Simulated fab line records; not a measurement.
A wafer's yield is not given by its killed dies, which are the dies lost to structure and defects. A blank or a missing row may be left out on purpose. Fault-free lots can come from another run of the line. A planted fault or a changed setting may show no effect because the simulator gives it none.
2 desks, one fault / flow n5 finfet / each desk has only its own numbers; what lay behind them comes last

## THE TOOL OWNER'S DESK: rie diel-01
The tool's own readings at N5_BEOL_M8_ETCH_61 (etches SiARC in CF4, target depth 45.5 nm, time 75.8 s): means of the sampled wafers that have a number, for each lot that ran on this tool. Marked OUT: a lot whose mean sits more than 4 standard deviations from the usual mean, which makes it out of limits; the brackets give that distance.
Columns: A = bias w at N5_BEOL_M8_ETCH_61, usual 36.02 W; B = drypump motor current A at N5_BEOL_M8_ETCH_61, usual 5.7 A; C = etch rf on time s at N5_BEOL_M8_ETCH_61, usual 74.4 s; D = oes product au at N5_BEOL_M8_ETCH_61, usual 0.70 a.u.; E = rf vpp V at N5_BEOL_M8_ETCH_61, usual 184.0 V; F = showerhead plenum p Torr at N5_BEOL_M8_ETCH_61, usual 2.14 Torr; G = throttle valve pct at N5_BEOL_M8_ETCH_61, usual 15.59 %
lot=L262; first seen here=day 9 22:38; A=36.02; B=5.2; C=77.1; D=0.70; E=183.0; F=2.07; G=15.60
lot=L269; first seen here=day 10 21:08; A=39.42 (+28) OUT; B=4.8; C=74.8; D=0.62; E=194.0 (+8.3) OUT; F=2.09; G=15.74
lot=L270; first seen here=day 11 07:21; A=39.41 (+28) OUT; B=5.3; C=73.9; D=0.66; E=194.3 (+8.6) OUT; F=2.11; G=15.71
lot=L280; first seen here=day 14 15:31; A=36.05; B=5.9; C=76.8; D=0.71; E=184.4; F=2.15; G=15.52
This desk finds L269, L270 out of limits, L269 being first, at day 10 21:08 (bias w at N5_BEOL_M8_ETCH_61). Within limits: L262, L280.

## FROM THE METROLOGY DESK
What the gauges read for every lot (on any tool): the sampled wafers with a number, averaged. Marked OUT: a lot whose mean sits more than 4 standard deviations from the usual mean, which makes it out of limits; the brackets give that distance.
Columns: A = M8_OVL at N5_BEOL_M8_OVL_MEAS_12, usual 0.0 nm
lot=L262; first seen here=day 9 22:23; A=-0.2
lot=L267; first seen here=day 10 20:35; A=-0.2
lot=L269; first seen here=day 10 21:02; A=0.0
lot=L270; first seen here=day 11 07:15; A=-0.0
lot=L273; first seen here=day 12 08:41; A=0.6
lot=L274; first seen here=day 12 11:38; A=0.8
lot=L276; first seen here=day 13 05:59; A=0.5
lot=L281; first seen here=day 14 10:05; A=-0.8
lot=L280; first seen here=day 14 15:13; A=0.3
lot=L282; first seen here=day 14 21:01; A=0.9
lot=L283; first seen here=day 15 07:45; A=0.6
This desk found nothing out of limits on any of the 11 lots.

## TAKEN TOGETHER
On L269, L270, at day 10 21:08, an alarm was possible from the tool owner's desk.
Nothing out of limits was seen by the metrology desk.
The metrology desk holds a record of L269, L270, inside its limits.
Every lot named ran N5_BEOL_M8_ETCH_61 on rie diel-01.

## WHAT WAS PUT IN BY THE SIMULATOR
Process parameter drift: rie diel-01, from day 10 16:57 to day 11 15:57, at N5_BEOL_M8_ETCH_61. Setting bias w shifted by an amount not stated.
Shown lots that were struck: L269, L270.
Each desk's first reading out of limits, in hours after the fault started: the tool owner's desk, 4.
